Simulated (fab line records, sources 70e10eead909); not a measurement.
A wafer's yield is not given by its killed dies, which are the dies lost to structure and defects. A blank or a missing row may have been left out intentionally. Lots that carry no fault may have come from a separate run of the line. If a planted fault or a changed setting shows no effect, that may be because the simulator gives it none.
What tool caused it? -- flow nand harc -- 11 lots with 33 wafers sampled at 6 steps, on a route of 1302 steps

== WHAT THE GAUGES READ, wafer by wafer ==
NHARC_A_CONTACT_CD_MEAS_15. Usual: cd nm at 190.2 nm, with a standard deviation of 0.6.
lot,measured,on,cd nm (nm),flag
L453,day 23 06:32,cd sem-02,188.7 189.3 189.0,
L455,day 23 08:29,cd sem-01,190.6 191.0 190.2,
L458,day 24 08:18,cd sem-01,189.6 190.5 190.4,
L456,day 24 10:10,cd sem-02,189.1 188.9 189.3,
L460,day 25 17:01,cd sem-01,190.0 189.9 190.1,
L462,day 26 18:59,cd sem-03,189.9 190.3 189.9,
L461,day 27 06:43,cd sem-02,190.2 190.2 189.6,
L463,day 27 11:05,cd sem-03,189.9 190.9 191.2,
L467,day 28 11:43,cd sem-02,191.1 190.7 191.1,
L473,day 31 15:14,cd sem-02,189.6 190.7 190.6,
L474,day 32 09:53,cd sem-01,189.2 190.2 189.5,

NHARC_END_SORT_01. Usual: killed at array 49, standard deviation 19; killed at other 0.9, standard deviation 1.1; killed at periphery 4.0, standard deviation 2.7; killed dies 54, standard deviation 19; killed open 3.3, standard deviation 1.8; killed short 2.6, standard deviation 1.6.
lot,measured,on,killed at array,killed at other,killed at periphery,killed dies,killed open,killed short,flag
L463,day 29 14:22,prober-02,59 51 39,1 3 1,1 2 3,61 56 43,5 4 4,3 1 1,

== WHICH TOOL RAN EACH LOT (tool, then ch and the chambers of the sampled wafers, then the start) ==
lot,NHARC_A_CONTACT_DESCUM_13,NHARC_A_CONTACT_ETCH_30,NHARC_A_CONTACT_CVD_19,NHARC_A_CONTACT_CMP_20
L453,"rie diel-04 ch 0,1, day 23 03:21","rie diel-04 ch 0,2,3, day 23 06:32 or earlier","cvd w-01 ch 0,1, day 23 07:55","cmp-03 ch 0,3, day 23 08:34"
L455,"rie diel-08 ch 0,3, day 23 05:03","rie diel-08 ch 0,3, day 23 08:29 or earlier","cvd w-02 ch 0,1, day 23 09:54","cmp-03 ch 0,1,2, day 23 10:47"
L458,"rie diel-04 ch 0,1,3, day 24 05:06","rie diel-04 ch 1,2,3, day 24 08:18 or earlier","cvd w-01 ch 0,1, day 24 09:26","cmp-03 ch 0,1,3, day 24 10:20"
L456,"rie diel-08 ch 1,2,3, day 24 06:59","rie diel-08 ch 2,3, day 24 10:10 or earlier","cvd w-02 ch 0,1, day 24 11:25","cmp-02 ch 0,2,3, day 24 12:14"
L460,"rie diel-08 ch 1,2,3, day 25 13:47","rie diel-08 ch 0,1,3, day 25 17:01 or earlier","cvd w-01 ch 1, day 25 18:09","cmp-04 ch 0,1,3, day 25 19:05"
L462,"rie diel-04 ch 0,1,3, day 26 15:14","rie diel-04 ch 0,2, day 26 18:59 or earlier","cvd w-01 ch 0,1, day 26 20:07","cmp-03 ch 0,1,2, day 26 21:01"
L461,"rie diel-04 ch 1,2,3, day 27 03:33","rie diel-04 ch 0,2,3, day 27 06:43 or earlier","cvd w-01 ch 0,1, day 27 07:52","cmp-02 ch 0,1,3, day 27 08:45"
L463,"rie diel-08 ch 0,1, day 27 07:53","rie diel-08 ch 0,2, day 27 11:05 or earlier","cvd w-01 ch 0,1, day 27 12:28","cmp-04 ch 0,1,3, day 27 13:16"
L467,"rie diel-08 ch 0,1,2, day 28 08:32","rie diel-08 ch 0,2,3, day 28 11:43 or earlier","cvd w-02 ch 0,1, day 28 13:21","cmp-03 ch 1,2, day 28 13:53"
L473,"rie diel-04 ch 0,2,3, day 31 12:01","rie diel-04 ch 0,1,3, day 31 15:14 or earlier","cvd w-02 ch 0,1, day 31 16:29","cmp-04 ch 0,1,3, day 31 17:23"
L474,"rie diel-05 ch 1,2,3, day 32 06:02","rie diel-05 ch 0,1,3, day 32 09:53 or earlier","cvd w-01 ch 0,1, day 32 11:20","cmp-04 ch 0,1,3, day 32 12:00"
- NHARC_A_CONTACT_DESCUM_13: chemistry O2, time 3 s.
- NHARC_A_CONTACT_ETCH_30: etches the open film in CF4/CHF3, target depth 72.6 nm, time 36.3 s.
- NHARC_A_CONTACT_CVD_19: deposits W, target thk 300 nm, time 802 s.
- NHARC_A_CONTACT_CMP_20: polishes, t overpolish 30 s, target thk 300 nm.

== WHAT THE TOOLS THEMSELVES READ (means of the sampled wafers that have a number; where no wafer has one, the mark that the record gives instead) ==
NHARC_A_CONTACT_DESCUM_13. Usual: chamber pressure mTorr 60.00 mTorr, standard deviation 0.055; drypump motor current A 5.80 A, standard deviation 0.29; oes product au 1.001 a.u., standard deviation 0.011; rf vpp V 57.7 V, standard deviation 0.94; showerhead plenum p Torr 1.93 Torr, standard deviation 0.1; throttle valve pct 11.312 %, standard deviation 0.0097.
lot,tool,chamber pressure mTorr (mTorr),drypump motor current A (A),oes product au (a.u.),rf vpp V (V),showerhead plenum p Torr (Torr),throttle valve pct (%),flag
L453,rie diel-04,59.94,5.58,1.000,57.2,1.82,11.313,
L455,rie diel-08,60.01,5.65,1.002,57.8,1.87,11.304,
L458,rie diel-04,60.05,5.63,1.005,57.8,1.88,11.314,
L456,rie diel-08,59.99,5.81,1.009,58.0,2.00,11.304,
L460,rie diel-08,59.97,5.83,0.998,58.0,2.00,11.308,
L462,rie diel-04,59.98,5.66,0.998,57.9,1.88,11.306,
L461,rie diel-04,60.06,5.73,1.015,58.4,1.95,11.321,
L463,rie diel-08,60.04,6.18,1.006,57.9,1.97,11.312,
L467,rie diel-08,59.99,6.05,1.004,57.1,1.98,11.309,
L473,rie diel-04,60.01,5.84,0.987,58.8,2.02,11.310,
L474,rie diel-05,60.03,5.97,1.000,58.2,1.91,11.313,

NHARC_A_CONTACT_ETCH_30. Usual: chamber pressure mTorr 25.000 mTorr, standard deviation 0.023; drypump motor current A 5.78 A, standard deviation 0.29; oes product au 0.942 a.u., standard deviation 0.025; rf vpp V 371.1 V, standard deviation 2.7; showerhead plenum p Torr 1.59 Torr, standard deviation 0.076; throttle valve pct 16.801 %, standard deviation 0.0091.
lot,tool,chamber pressure mTorr (mTorr),drypump motor current A (A),oes product au (a.u.),rf vpp V (V),showerhead plenum p Torr (Torr),throttle valve pct (%),flag
L453,rie diel-04,24.984,5.83,0.921,370.5,1.58,16.804,
L455,rie diel-08,24.991,5.41,0.930,369.6,1.56,16.820,
L458,rie diel-04,24.992,5.73,0.969,371.8,1.60,16.798,
L456,rie diel-08,25.001,5.43,0.985,371.3,1.61,16.795,
L460,rie diel-08,24.994,5.78,0.981,371.4,1.59,16.808,
L462,rie diel-04,25.000,5.96,0.930,371.1,1.57,16.804,
L461,rie diel-04,25.021,5.85,0.972,370.8,1.58,16.801,
L463,rie diel-08,24.996,5.95,0.920,371.9,1.63,16.802,
L467,rie diel-08,25.001,5.68,0.920,370.3,1.59,16.797,
L473,rie diel-04,25.004,5.64,0.918,371.8,1.62,16.792,
L474,rie diel-05,25.032,5.92,0.953,372.8,1.62,16.804,

NHARC_A_CONTACT_CVD_19. Usual: heater power w 487 W, standard deviation 18; mfc h2 sccm 1599 sccm, standard deviation 4.9; throttle valve pct 7.94 %, standard deviation 0.23.
lot,tool,heater power w (W),mfc h2 sccm (sccm),throttle valve pct (%),flag
L453,cvd w-01,496,1608,7.85,
L455,cvd w-02,474,1598,7.89,
L458,cvd w-01,473,1595,8.14,
L456,cvd w-02,491,1603,7.83,
L460,cvd w-01,472,1601,7.72,
L462,cvd w-01,488,1600,7.91,
L461,cvd w-01,480,1596,7.99,
L463,cvd w-01,487,1598,7.94,
L467,cvd w-02,489,1591,7.97,
L473,cvd w-02,485,1598,7.76,
L474,cvd w-01,500,1600,7.98,

NHARC_A_CONTACT_CMP_20. Usual: motor current A 11.7 A, standard deviation 1.3; overpolish run s 30.001 s, standard deviation 0.0085; time to endpoint s 60 s, standard deviation 3.3.
lot,tool,motor current A (A),overpolish run s (s),time to endpoint s (s),flag
L453,cmp-03,11.2,30.004,60,
L455,cmp-03,11.4,30.002,64,
L458,cmp-03,11.5,29.995,63,
L456,cmp-02,12.3,29.999,55,
L460,cmp-04,11.9,30.005,61,
L462,cmp-03,11.3,29.999,66,
L461,cmp-02,11.0,30.006,33,OFF
L463,cmp-04,11.8,30.001,37,OFF
L467,cmp-03,10.9,29.993,64,
L473,cmp-04,12.0,30.003,62,
L474,cmp-04,11.7,29.992,59,

== THE ANSWER, worked out from the rows above alone ==
Rule: a lot counts as off when the mean over its wafers that have a number is more than 3 standard deviations away from the usual mean. A lot without any number at a reading at which 4 lots or more have one is off too. Where the step has rows for the other lots, those lots are counted as sound. After the gauges, taken in route order, come the tools' own readings; for these a lot's mean is taken, as printed above. At the first step where some lot is off, the reading lying furthest off is the one used; lots without a number count as furthest.
Off at NHARC_A_CONTACT_CMP_20 (time to endpoint s): L461, L463.
If a tool, at that step or one of the process steps before it, ran each lot that is off and ran no sound lot following the first of them, it fits. NHARC_A_CONTACT_ETCH_30: start missing for some lots; hours and lot order therefore follow NHARC_A_CONTACT_CD_MEAS_15. No candidate that was tried fits.

== WHAT THE SIMULATOR HAD PUT IN ==
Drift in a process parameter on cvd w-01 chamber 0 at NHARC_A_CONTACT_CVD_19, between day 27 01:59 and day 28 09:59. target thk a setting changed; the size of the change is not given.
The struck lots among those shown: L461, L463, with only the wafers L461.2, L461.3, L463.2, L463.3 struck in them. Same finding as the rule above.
